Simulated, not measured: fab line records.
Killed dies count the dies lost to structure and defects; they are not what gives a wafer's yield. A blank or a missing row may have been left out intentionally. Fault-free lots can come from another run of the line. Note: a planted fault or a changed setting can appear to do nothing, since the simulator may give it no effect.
Chamber matching -- flow nandHarc -- NHARC_A_SLIT_DEP_23 on pecvd-01: 3 sister chambers
The step deposits SiON, target thk 100 nm. 3 wafers are shown with their chamber, then 12 later ones without.

== EACH WAFER AND ITS CHAMBER ==
wafer,chamber,heaterPowerW (W)
L087.1,0,673
L087.2,1,596
L087.3,2,852

== WAFERS WITHOUT THEIR CHAMBER ==
wafer,heaterPowerW (W)
L090.2,677
L090.5,714
L090.6,612
L093.2,741
L093.3,771
L093.5,777
L091.1,739
L091.3,832
L091.5,869
L096.2,641
L096.3,776
L096.6,767

== THE CHAMBER EACH PASSED THROUGH ==
wafer,from the rows above,in truth
L090.2,can't be placed: 0 or 1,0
L090.5,can't be placed: 0 or 1 or 2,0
L090.6,can't be placed: 1 or 0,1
L093.2,can't be placed: 0 or 2 or 1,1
L093.3,can't be placed: 2 or 0 or 1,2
L093.5,can't be placed: 2 or 0 or 1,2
L091.1,can't be placed: 0 or 2 or 1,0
L091.3,2,2
L091.5,2,2
L096.2,can't be placed: 0 or 1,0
L096.3,can't be placed: 2 or 0 or 1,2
L096.6,can't be placed: 2 or 0 or 1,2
Placed correctly: 2 of 12. From these rows, 10 cannot be placed; in 10 the true chamber is one of the candidates. Wrongly placed: 0.
How it was worked out, from the rows above alone: a wafer's distance from a chamber is the root of the sum, over the readings, of the square of ((its reading less the chamber's mean) divided by the reading's scatter). If the next closest chamber is less than 2 further off than the closest, the wafer can't be placed; otherwise it belongs to the closest. For every chamber, the mean is computed from those of its wafers that are shown. The scatter (one wafer shown for each chamber): square how far every hidden wafer sits from the nearest shown wafer, average those squares and take the square root.
